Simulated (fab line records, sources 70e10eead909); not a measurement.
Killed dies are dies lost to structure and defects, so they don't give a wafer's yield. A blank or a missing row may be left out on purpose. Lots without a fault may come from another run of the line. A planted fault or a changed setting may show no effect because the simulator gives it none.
Problem report in the 8D (eight disciplines) form, filled by code | flow nand_harc | the parts of the form that need people (team, actions taken, sign-off) are left out

1. THE PROBLEM
thk_nm at NHARC_A_ONON_D1_THK_MEAS_08 reads a mean of 933 nm on 6 wafers of 2 lots; wafers without a fault read 1003 nm with a standard deviation of 10. That is -7.0 standard deviations from the usual mean.
The step: measures by ellipsometry.
First seen on wafer L504.3, day 14 02:10, on film_metro-02. The record holds 42 wafers of 14 lots with a number at this step. Rule for "out", or "out of limits": more than 4 standard deviations from the usual mean. The other wafers with a number count as sound.

2. WHAT IT IS AND WHAT IT IS NOT
question                    | is                     | is not
which readings at this step | thk_nm                 | -
which lots                  | L504, L505             | L491, L492, L493, L496, L497, L498, L499, L500, L501, L502, L513, L514
which wafers of those lots  | all that have a number | -
read on which gauges        | film_metro-02          | film_metro-01
when                        | from day 14 02:10      | up to then (30 sound wafers); but 6 sound wafers of L513, L514 came after

3. SUSPECTS, AND WHAT RULES EACH OUT
Counting: a tool at a process step up to the reading stays a suspect if it ran every lot that is out and no sound lot after the first of them.
- the gauge at NHARC_A_ONON_D1_THK_MEAS_08: kept. All the wafers that are out were read on film_metro-02, and no step on other tools shows them out.
- rie_diel-07 at NHARC_A_ZERO_WELL_ETCH_19 (etches the open film in N2/H2, target depth 80 nm, overetch 24 nm, time 87.88 s): ruled out as a lasting fault. Sound lots L514 ran on it after its first lot that is out, L505 (day 13 00:41).
- pecvd_onon-02 at NHARC_A_ONON_D1_DEP_06 (target thk 1000 nm): kept. It ran every lot that is out, first L504 (day 14 01:46), and no sound lot after that; its last sound lot up to then is L502 (day 12 12:07).
Left after counting: pecvd_onon-02 at NHARC_A_ONON_D1_DEP_06, film_metro-02 at NHARC_A_ONON_D1_THK_MEAS_08.

4. THE CAUSE (what the simulator had put in)
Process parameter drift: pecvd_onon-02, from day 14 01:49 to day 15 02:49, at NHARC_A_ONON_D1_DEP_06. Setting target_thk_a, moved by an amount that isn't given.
Counting left 2 suspects, and this tool is among them.

5. THE CHAIN OF EFFECTS, in route order
Each row: a reading whose mean over the struck wafers that have a number lies more than 3 standard deviations from the usual. Only readings for which the record gives a usual standard deviation are gone through. hours: the time from each lot's start at the first step in this table that gives one to its start at this step, as a median over the lots. sigmas: the change in usual standard deviations.
hours | step                        | reading | usual   | on struck wafers | change | sigmas
0     | NHARC_A_ONON_D1_THK_MEAS_08 | thk_nm  | 1003 nm | 933              | -70    | -7.0

6. WHAT WOULD HAVE CAUGHT IT SOONER
In this record the first reading out of limits at a measuring or inspecting step was taken at day 14 02:10, 0 hours after the fault began at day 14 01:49.
All the lots that are out (2) had begun NHARC_A_ONON_D1_DEP_06 on pecvd_onon-02 by day 14 02:10. A hold on the tool at that time would have spared none of them.
